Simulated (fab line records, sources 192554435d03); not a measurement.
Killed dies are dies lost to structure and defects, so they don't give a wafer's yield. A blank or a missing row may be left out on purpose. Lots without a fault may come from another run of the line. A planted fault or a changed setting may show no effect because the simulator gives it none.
Chamber matching | flow n5_finfet | N5_GATE_CUT_ETCH_58 on rie_diel-05: 4 sister chambers
The step etches SiNx in CH3F/O2, target depth 17 nm, time 128.6 s. 4 wafers are shown with their chamber, then 9 later ones without.

WAFERS WITH THEIR CHAMBER
wafer  | chamber | drypump_motor_current_A (A)
L085.5 | 0       | 6.3
L085.6 | 1       | 5.3
L091.4 | 3       | 5.4
L091.6 | 2       | 5.4

WAFERS WITHOUT THEIR CHAMBER
wafer  | drypump_motor_current_A (A)
L094.1 | 5.3
L094.2 | 6.3
L094.3 | 5.3
L095.1 | 5.4
L095.2 | 5.3
L095.3 | 6.4
L096.1 | 5.3
L096.3 | 6.3
L096.4 | 5.3

WHICH CHAMBER EACH WENT THROUGH
wafer  | from the rows above     | in truth
L094.1 | 1                       | 1
L094.2 | 0                       | 0
L094.3 | 1                       | 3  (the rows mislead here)
L095.1 | can't be placed: 2 or 3 | 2
L095.2 | 1                       | 1
L095.3 | 0                       | 0
L096.1 | 1                       | 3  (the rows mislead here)
L096.3 | 0                       | 0
L096.4 | 1                       | 1
Placed correctly: 6 of 9. Can't be placed from these rows: 1 (the true chamber is among the candidates in 1). Placed wrongly: 2.
How it was worked out, from the rows above alone: a wafer's distance from a chamber is the root of the sum, over the readings, of the square of ((its reading less the chamber's mean) divided by the reading's scatter). The wafer belongs to the nearest chamber; if the next one is less than 2 further off, it can't be placed. A chamber's mean is the mean of its shown wafers. The scatter: with one shown wafer a chamber, the root of the mean of the squares of how far each hidden wafer lies from its nearest shown one.
